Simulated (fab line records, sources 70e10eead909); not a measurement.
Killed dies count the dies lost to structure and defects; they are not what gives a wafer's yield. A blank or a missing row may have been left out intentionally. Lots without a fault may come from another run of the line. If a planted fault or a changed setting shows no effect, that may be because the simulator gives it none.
Which of the tools did it? -- flow nand harc -- 36 wafers from 12 lots sampled at 6 of the route's 1159 steps

WHAT EACH GAUGE READ, for each wafer
NHARC_P_BONDPAD_CD_MEAS_13.
lot,measured,on,cd nm (nm)
L075,day 6 17:27,cd sem-01,501.1 496.7 499.4
L077,day 7 13:55,cd sem-02,501.1 498.3 498.4
L079,day 7 19:20,cd sem-01,494.5 499.7 497.1
L081,day 8 04:29,cd sem-03,498.5 499.8 497.9
L084,day 8 14:55,cd sem-01,500.1 500.5 497.0
L086,day 10 05:01,cd sem-02,495.9 499.0 500.3
L085,day 9 19:38,cd sem-01,499.5 501.0 499.8
L089,day 10 12:37,cd sem-02,502.3 501.0 503.3
L091,day 10 14:43,cd sem-03,499.3 498.4 496.2
L093,day 11 05:04,cd sem-01,496.6 498.3 499.5
L094,day 11 08:51,cd sem-02,503.3 498.7 501.8
L097,day 12 11:51,cd sem-01,500.0 500.2 500.7

WHAT TOOL EACH LOT RAN ON (gives the tool, then ch and the chambers of the sampled wafers, and finally the start)
lot,NHARC_P_GATE_ETCH_32,NHARC_P_GATE_RTA_80,NHARC_P_M1_PVD_20,NHARC_P_M2_PRE_CLEAN_30,NHARC_P_M2_PRE_CLEAN_32
L075,"rie si-04 ch 0,1, day 5 02:44","rtp anneal-01 ch 0, day 5 20:29","pvd sputter-02, day 6 15:13 or earlier","pvd sputter-03, day 6 15:13 or earlier","pecvd-02 ch 0,1,2, day 6 15:13"
L077,"rie si-01 ch 1,2, day 5 23:25","rtp anneal-01 ch 0, day 6 16:43","pvd sputter-03, day 7 11:50 or earlier","pvd sputter-01, day 7 11:50 or earlier","pecvd-01 ch 0,2, day 7 11:50"
L079,"rie si-01 ch 1,3, day 6 05:40","rtp anneal-02 ch 0, day 6 23:03","pvd sputter-03, day 7 17:07 or earlier","pvd sputter-02, day 7 17:07 or earlier","pecvd-04 ch 1,2, day 7 17:07"
L081,"rie si-05 ch 0,1,2, day 6 13:04","rtp anneal-01 ch 0, day 7 06:27","pvd sputter-02, day 8 02:23 or earlier","pvd sputter-01, day 8 02:23 or earlier","pecvd-01 ch 0,1,2, day 8 02:23"
L084,"rie si-04 ch 2,3, day 7 00:56","rtp anneal-02 ch 0, day 7 18:09","pvd sputter-01, day 8 12:49 or earlier","pvd sputter-03, day 8 12:49 or earlier","pecvd-04 ch 1,2, day 8 12:49"
L086,"rie si-05 ch 2,3, day 8 05:07","rtp anneal-02 ch 0, day 9 00:50","pvd sputter-02, day 10 02:46 or earlier","pvd sputter-01, day 10 02:46 or earlier","pecvd-01 ch 1,2, day 10 02:46"
L085,"rie si-01 ch 0,2,3, day 8 05:50","rtp anneal-02 ch 0, day 8 23:28","pvd sputter-03, day 9 17:25 or earlier","pvd sputter-03, day 9 17:25 or earlier","pecvd-04 ch 1,2, day 9 17:25"
L089,"rie si-04 ch 0,1,2, day 8 14:55","rtp anneal-02 ch 0, day 9 08:07","pvd sputter-03, day 10 10:20 or earlier","pvd sputter-02, day 10 10:20 or earlier","pecvd-02 ch 0,1,2, day 10 10:20"
L091,"rie si-01 ch 0,1,2, day 8 19:22","rtp anneal-02 ch 0, day 9 12:43","pvd sputter-03, day 10 12:05 or earlier","pvd sputter-02, day 10 12:05 or earlier","pecvd-04 ch 0,2, day 10 12:05"
L093,"rie si-05 ch 0,1,2, day 9 13:39","rtp anneal-01 ch 0, day 10 07:37","pvd sputter-01, day 11 02:37 or earlier","pvd sputter-03, day 11 02:37 or earlier","pecvd-04 ch 0,1,2, day 11 02:37"
L094,"rie si-04 ch 0,1,3, day 9 18:18","rtp anneal-02 ch 0, day 10 11:34","pvd sputter-02, day 11 06:40 or earlier","pvd sputter-02, day 11 06:40 or earlier","pecvd-02 ch 1,2, day 11 06:40"
L097,"rie si-05 ch 1,2,3, day 10 17:32","rtp anneal-02 ch 0, day 11 11:10","pvd sputter-01, day 12 09:44 or earlier","pvd sputter-01, day 12 09:44 or earlier","pecvd-02 ch 0,2, day 12 09:44"
- NHARC_P_GATE_ETCH_32: etches the open film in HBr/Cl2, target depth 150 nm, time 100.1 s.
- NHARC_P_GATE_RTA_80: time 30 s.
- NHARC_P_M1_PVD_20: deposits TaN, target thk 5 nm, time 8.06 s.
- NHARC_P_M2_PRE_CLEAN_30: time 30 s.
- NHARC_P_M2_PRE_CLEAN_32: time 12 s.

THE ANSWER, worked out from the rows above alone
Rule: the lots themselves supply what counts as usual. The widest of any qualifying gaps counts: lots, ordered by their means at a reading, are off when they make up no more than a third of the lots, leave a main group of 4 or more, and stand apart from it by 3 or more times the standard deviation of that group's means. The tables above print the reading to a certain number of digits; a main group whose means all agree to those digits is not used. Also off: a lot with no number at a reading for which 4 or more lots have one. All remaining lots with rows at the step are treated as sound.
Across all readings shown, no lot is off: no conclusion can be drawn from this.

WHAT HAD BEEN PUT IN BY THE SIMULATOR
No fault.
